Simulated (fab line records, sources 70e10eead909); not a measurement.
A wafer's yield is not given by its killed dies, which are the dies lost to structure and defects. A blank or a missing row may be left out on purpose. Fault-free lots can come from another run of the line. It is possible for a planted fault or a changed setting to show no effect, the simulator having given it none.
Chamber matching / flow nand harc / 3 sister chambers for NHARC_A_M1_PRE_CLEAN_32 on pecvd-02
The step time 12 s. 18 wafers are shown with their chamber, then 9 later ones without.

== EACH WAFER AND ITS CHAMBER ==
wafer=L078.1; chamber=2; heater power w (W)=518
wafer=L078.4; chamber=1; heater power w (W)=786
wafer=L078.5; chamber=0; heater power w (W)=633
wafer=L079.1; chamber=2; heater power w (W)=586
wafer=L079.3; chamber=1; heater power w (W)=770
wafer=L079.5; chamber=1; heater power w (W)=799
wafer=L082.2; chamber=1; heater power w (W)=773
wafer=L082.5; chamber=2; heater power w (W)=590
wafer=L082.6; chamber=0; heater power w (W)=651
wafer=L085.2; chamber=0; heater power w (W)=571
wafer=L085.3; chamber=2; heater power w (W)=571
wafer=L085.6; chamber=1; heater power w (W)=693
wafer=L086.2; chamber=0; heater power w (W)=649
wafer=L086.3; chamber=2; heater power w (W)=515
wafer=L086.4; chamber=2; heater power w (W)=503
wafer=L087.2; chamber=2; heater power w (W)=567
wafer=L087.4; chamber=1; heater power w (W)=671
wafer=L087.5; chamber=0; heater power w (W)=643

SIGNATURES (means of the wafers above)
reading=heater power w; chamber 0=629.40; chamber 1=748.67; chamber 2=550.00; scatter within a chamber=42.1
Rule: a wafer's distance from a chamber is the root of the sum, over the readings, of the square of ((its reading less the chamber's mean) divided by the reading's scatter). If the next closest chamber is less than 2 further off than the closest, the wafer can't be placed; otherwise it belongs to the closest. The scatter: the root of (the sum of the squares of (reading less its chamber's mean) over the shown wafers, divided by (wafers less chambers)).

== WAFERS MISSING THEIR CHAMBER ==
wafer=L088.3; heater power w (W)=607
wafer=L088.5; heater power w (W)=664
wafer=L088.6; heater power w (W)=621
wafer=L092.2; heater power w (W)=672
wafer=L092.5; heater power w (W)=576
wafer=L092.6; heater power w (W)=577
wafer=L091.4; heater power w (W)=754
wafer=L091.5; heater power w (W)=593
wafer=L091.6; heater power w (W)=652

== WHICH CHAMBER EACH WENT THROUGH ==
wafer=L088.3; from the rows above=can't be placed: 0 or 2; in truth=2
wafer=L088.5; from the rows above=can't be placed: 0 or 1 or 2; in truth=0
wafer=L088.6; from the rows above=can't be placed: 0 or 2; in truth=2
wafer=L092.2; from the rows above=can't be placed: 0 or 1 or 2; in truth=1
wafer=L092.5; from the rows above=can't be placed: 2 or 0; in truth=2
wafer=L092.6; from the rows above=can't be placed: 2 or 0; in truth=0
wafer=L091.4; from the rows above=1; in truth=1
wafer=L091.5; from the rows above=can't be placed: 0 or 2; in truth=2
wafer=L091.6; from the rows above=can't be placed: 0 or 1 or 2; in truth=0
Placed correctly: 1 of 9. Unplaceable from these rows: 8, with the true chamber sitting among the candidates in 8. Number placed wrongly: 0.
